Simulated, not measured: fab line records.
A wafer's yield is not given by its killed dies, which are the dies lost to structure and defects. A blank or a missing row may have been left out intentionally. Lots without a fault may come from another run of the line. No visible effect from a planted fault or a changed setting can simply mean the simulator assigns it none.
Which of the tools did it?	flow n5Finfet	Sampling: 9 lots, 22 wafers, 7 of 1938 route steps

== WHAT THE GAUGES READ, wafer by wafer ==
N5_BEOL_M4_RC_MEAS_101. Usual: DIBL_N 35.9 mV/V, standard deviation 1.6; DIBL_P 35.6 mV/V, standard deviation 2.1; IOFF_N 0.149 nA/um, standard deviation 0.029; IOFF_P 0.20 nA/um, standard deviation 0.033; ION_N 671 uA/um, standard deviation 11; ION_P 460 uA/um, standard deviation 7.3; SS_N 71.4 mV/dec, standard deviation 0.62; SS_P 73.2 mV/dec, standard deviation 0.65; VT_N 251 mV, standard deviation 3.1; VT_P -251 mV, standard deviation 3.4.
lot	measured	on	DIBL_N (mV/V)	DIBL_P (mV/V)	IOFF_N (nA/um)	IOFF_P (nA/um)	ION_N (uA/um)	ION_P (uA/um)	SS_N (mV/dec)	SS_P (mV/dec)	VT_N (mV)	VT_P (mV)	flag
L226	day 10 06:55	prober-01	32.7 35.6	32.2 35.6	0.106 0.159	0.16 0.21	651 677	456 472	70.9 70.7	72.7 73.2	256 247	-254 -247	
L229	day 10 17:42	prober-02	37.6 37.4 33.8	37.5 37.5 32.5	0.173 0.169 0.115	0.20 0.19 0.14	676 675 655	456 458 450	71.4 71.1 70.4	73.9 73.7 72.9	248 248 251	-255 -254 -256	
L230	day 11 07:04	prober-01	35.1 34.1	33.3 32.3	0.135 0.118	0.19 0.18	662 664	461 455	71.3 70.7	73.0 72.6	253 254	-251 -251	
L231	day 11 14:14	prober-02	34.7 37.9	34.8 38.3	0.127 0.178	0.18 0.23	663 670	454 457	71.2 72.4	73.1 74.4	253 251	-252 -249	
L232	day 11 17:20	prober-01	37.1 37.1	35.7 36.3	0.152 0.158	0.18 0.19	673 670	462 464	71.7 72.0	73.0 73.3	252 250	-253 -253	
L234	day 12 09:48	prober-02	37.3 36.2 36.7	38.0 35.3 35.5	0.163 0.141 0.150	0.23 0.18 0.19	665 656 661	458 450 458	72.7 71.8 72.4	73.9 73.1 73.3	250 253 253	-251 -257 -254	
L237	day 12 19:22	prober-01	35.7 36.3	34.9 35.9	0.132 0.150	0.20 0.21	672 664	465 453	72.0 71.7	73.4 73.2	254 252	-250 -248	
L238	day 13 00:59	prober-02	36.6 35.3 35.5	35.6 35.2 34.1	0.183 0.175 0.161	0.23 0.23 0.20	677 686 670	466 469 457	72.1 71.3 72.1	73.3 73.8 73.5	245 245 248	-249 -248 -251	
L240	day 13 15:45	prober-02	34.6 34.9 35.7	34.7 33.6 34.8	0.133 0.135 0.154	0.19 0.16 0.19	665 679 681	458 461 459	71.8 71.3 71.5	72.8 72.4 73.6	251 252 250	-251 -253 -249	

N5_BEOL_M7_THK_MEAS_53: measures by xrf. Usual: M7_THK 76.0 nm, standard deviation 2.2.
lot	measured	on	M7_THK (nm)	flag
L226	day 11 11:59	filmMetro-01	76.5 74.9	
L229	day 11 18:57	filmMetro-02	75.2 75.7 76.9	
L230	day 12 10:34	filmMetro-01	77.2 72.3	
L231	day 13 00:46	filmMetro-01	178.8 79.7	OFF
L232	day 13 01:32	filmMetro-02	186.8 74.4	OFF
L234	day 13 14:46	filmMetro-01	79.4 78.7 76.7	
L237	day 14 01:32	filmMetro-02	173.9 75.0	OFF
L238	day 14 06:27	filmMetro-02	75.4 78.9 81.2	
L240	day 14 19:07	filmMetro-01	75.2 74.8 77.3	

N5_BEOL_M7_INSPECT_58: inspects for defects (darkfield). Usual: 74 for rawDefectCount, sd 25.
lot	measured	on	rawDefectCount	flag
L226	day 11 12:08	defectInspect-02	121 94	
L229	day 11 19:06	defectInspect-01	85 75 91	
L230	day 12 10:43	defectInspect-02	61 76	
L231	day 13 00:55	defectInspect-02	1316 106	OFF
L232	day 13 01:41	defectInspect-02	1145 120	OFF
L234	day 13 14:55	defectInspect-02	71 73 71	
L237	day 14 01:41	defectInspect-01	1168 60	OFF
L238	day 14 06:37	defectInspect-01	107 75 57	
L240	day 14 19:16	defectInspect-01	69 66 66	

== EACH LOT AND THE TOOL THAT RAN IT (in order: tool; ch and the chambers of the sampled wafers; start) ==
lot	N5_BEOL_M7_ETCH_72	N5_BEOL_M7_ETCH_65	N5_BEOL_M7_PRE_CLEAN_45	N5_BEOL_M7_CMP_52
L226	rieDiel-04 ch 0,3, day 11 09:20	rieDiel-04 ch 0,3, day 11 09:20	pvdSputter-01, day 11 10:25	cmp-02 ch 1,2, day 11 11:41
L229	rieDiel-03 ch 0,2,3, day 11 16:05	rieDiel-03 ch 0,2,3, day 11 16:07	pvdSputter-03, day 11 17:14	cmp-01 ch 0,2, day 11 18:41
L230	rieDiel-01 ch 1,3, day 12 07:11	rieDiel-01 ch 1,3, day 12 07:11	pvdSputter-02, day 12 08:40	cmp-01 ch 2, day 12 10:16
L231	rieDiel-04 ch 2,3, day 12 20:13	rieDiel-04 ch 2,3, day 12 20:14	pvdSputter-01, day 12 21:32	cmp-01 ch 0,1, day 13 00:32
L232	rieDiel-03 ch 0,1, day 12 20:38	rieDiel-03 ch 0,1, day 12 20:39	pvdSputter-01, day 13 00:04	cmp-01 ch 2,3, day 13 01:14
L234	rieDiel-04 ch 0,1,2, day 13 11:46	rieDiel-04 ch 0,1,2, day 13 11:47	pvdSputter-01, day 13 12:58	cmp-02 ch 1,2, day 13 14:28
L237	rieDiel-03 ch 1,3, day 13 22:29	rieDiel-03 ch 1,3, day 13 22:31	pvdSputter-02, day 13 23:52	cmp-01 ch 2,3, day 14 01:19
L238	rieDiel-04 ch 0,1,3, day 14 02:58	rieDiel-04 ch 0,1,3, day 14 02:58	pvdSputter-01, day 14 04:46	cmp-04 ch 0,2, day 14 06:10
L240	rieDiel-04 ch 0,1,2, day 14 15:29	rieDiel-04 ch 0,1,2, day 14 15:30	pvdSputter-01, day 14 17:40	cmp-04 ch 0,1,3, day 14 18:51
- N5_BEOL_M7_ETCH_72: etches underlayer in N2/H2, target depth 6.5 nm, time 5.2 s.
- N5_BEOL_M7_ETCH_65: etches SiARC in CF4, target depth 15.6 nm, time 26 s.
- N5_BEOL_M7_PRE_CLEAN_45: time 30 s.
- N5_BEOL_M7_CMP_52: polishes, stops on SiCOH lowk, t overpolish 6.9 s, target thk 80 nm.

== AS READ BY THE TOOLS THEMSELVES (means over the sampled wafers that have a number; for cases with no such wafer, the mark the record gives instead) ==
N5_BEOL_M7_ETCH_72. Usual: drypumpMotorCurrentA 5.7 A, standard deviation 0.4; etchRfOnTimeS 5.23 s, standard deviation 0.13; oesProductAu 0.65 a.u., standard deviation 0.084; rfVppV 523.6 V, standard deviation 2.5; showerheadPlenumPTorr 2.53 Torr, standard deviation 0.079; throttleValvePct 17.92 %, standard deviation 0.25.
lot	tool	drypumpMotorCurrentA (A)	etchRfOnTimeS (s)	oesProductAu (a.u.)	rfVppV (V)	showerheadPlenumPTorr (Torr)	throttleValvePct (%)	flag
L226	rieDiel-04	5.3	5.19	0.59	522.0	2.46	18.28	
L229	rieDiel-03	5.5	5.22	0.61	524.2	2.57	18.10	
L230	rieDiel-01	5.9	5.30	0.66	522.1	2.49	17.67	
L231	rieDiel-04	5.8	5.17	0.59	524.4	2.56	17.95	
L232	rieDiel-03	5.7	5.33	0.59	526.1	2.58	18.13	
L234	rieDiel-04	5.5	5.15	0.65	522.3	2.50	17.84	
L237	rieDiel-03	5.5	5.24	0.61	523.5	2.56	18.02	
L238	rieDiel-04	5.6	5.05	0.73	521.9	2.46	17.94	
L240	rieDiel-04	5.5	5.27	0.63	521.9	2.50	17.85	

N5_BEOL_M7_ETCH_65. Usual: drypumpMotorCurrentA 5.7 A, standard deviation 0.39; etchRfOnTimeS 26.1 s, standard deviation 0.64; oesProductAu 0.65 a.u., standard deviation 0.084; rfVppV 183.9 V, standard deviation 1.1; showerheadPlenumPTorr 2.13 Torr, standard deviation 0.062; throttleValvePct 15.71 %, standard deviation 0.23.
lot	tool	drypumpMotorCurrentA (A)	etchRfOnTimeS (s)	oesProductAu (a.u.)	rfVppV (V)	showerheadPlenumPTorr (Torr)	throttleValvePct (%)	flag
L226	rieDiel-04	5.3	26.2	0.58	182.5	2.08	15.99	
L229	rieDiel-03	5.5	26.1	0.62	183.6	2.17	15.93	
L230	rieDiel-01	5.9	26.5	0.66	183.1	2.11	15.48	
L231	rieDiel-04	5.8	26.2	0.59	183.3	2.16	15.78	
L232	rieDiel-03	5.8	26.8	0.60	185.1	2.17	15.88	
L234	rieDiel-04	5.5	26.2	0.64	183.4	2.11	15.57	
L237	rieDiel-03	5.5	26.1	0.61	185.2	2.17	15.93	
L238	rieDiel-04	5.5	25.5	0.73	184.1	2.08	15.67	
L240	rieDiel-04	5.5	26.1	0.63	183.3	2.11	15.59	

N5_BEOL_M7_PRE_CLEAN_45. Usual: 320 W for heaterPowerW, sd 19.
lot	tool	heaterPowerW (W)	flag
L226	pvdSputter-01	328	
L229	pvdSputter-03	335	
L230	pvdSputter-02	296	
L231	pvdSputter-01	330	
L232	pvdSputter-01	320	
L234	pvdSputter-01	324	
L237	pvdSputter-02	320	
L238	pvdSputter-01	311	
L240	pvdSputter-01	326	

N5_BEOL_M7_CMP_52. Usual: barrierFieldEndpointS 29.0 s, standard deviation 0.79; clearingPlatenDownForcePsi 1.500 psi, standard deviation 0.0034; clearingPlatenRpm 49.998 rpm, standard deviation 0.026; motorCurrentA 6.1 A, standard deviation 0.42; overpolishRunS 6.900 s, standard deviation 0.0076; slurryFilterDpKPa 13.51 kPa, standard deviation 0.13; timeToEndpointS 62 s, standard deviation 3.6.
lot	tool	barrierFieldEndpointS (s)	clearingPlatenDownForcePsi (psi)	clearingPlatenRpm (rpm)	motorCurrentA (A)	overpolishRunS (s)	slurryFilterDpKPa (kPa)	timeToEndpointS (s)	flag
L226	cmp-02	29.5	1.498	49.987	6.2	6.893	13.54	66	
L229	cmp-01	28.9	1.503	49.999	6.0	6.903	13.45	64	
L230	cmp-01	28.5	1.502	49.989	5.7	6.910	13.41	57	
L231	cmp-01	38.3	1.499	50.038	6.2	3.466	13.49	72	OFF
L232	cmp-01	37.7	1.497	49.984	5.8	3.467	13.35	69	OFF
L234	cmp-02	29.3	1.498	49.985	6.1	6.898	13.48	67	
L237	cmp-01	38.0	1.497	49.974	5.7	3.467	13.43	71	OFF
L238	cmp-04	28.6	1.500	49.985	6.6	6.899	13.59	62	
L240	cmp-04	29.2	1.501	50.005	6.4	6.908	13.50	63	

== THE ANSWER, worked out from the rows above alone ==
Rule: a lot counts as off when the mean over its wafers that have a number is more than 3 standard deviations away from the usual mean. A lot without any number at a reading at which 4 lots or more have one is off too. Where the step has rows for the other lots, those lots are counted as sound. After the gauges, taken in route order, come the tools' own readings; for these a lot's mean is taken, as printed above. At the first step where some lot is off, the reading lying furthest off is the one used; lots without a number count as furthest.
Off: L231, L232, L237, at N5_BEOL_M7_THK_MEAS_53 (M7_THK).
A tool fits if, at a process step before that reading, it ran every lot that is off, and no sound lot after the first of them. The gauges at N5_BEOL_M7_THK_MEAS_53 aren't tried: what is off there is off at N5_BEOL_M7_INSPECT_58 too, on other tools, and a gauge's error can't cause that. One fits: cmp-01 at N5_BEOL_M7_CMP_52. A fault onset in the window from L230 (day 12 10:16, its last sound lot) to L231 (day 13 00:32, its first lot off) fits.
The tool's own readings at N5_BEOL_M7_CMP_52 bear it out: on the lots that are off they differ by more than 5 times the standard deviation of the sound lots' means. barrierFieldEndpointS reads 38.0 s there against 29.0 s on the sound lots; overpolishRunS reads 3.467 s there against 6.902 s on the sound lots.

== WHAT HAD BEEN PUT IN BY THE SIMULATOR ==
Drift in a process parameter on cmp-01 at N5_BEOL_M7_CMP_52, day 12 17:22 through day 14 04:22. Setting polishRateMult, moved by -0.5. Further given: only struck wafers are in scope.
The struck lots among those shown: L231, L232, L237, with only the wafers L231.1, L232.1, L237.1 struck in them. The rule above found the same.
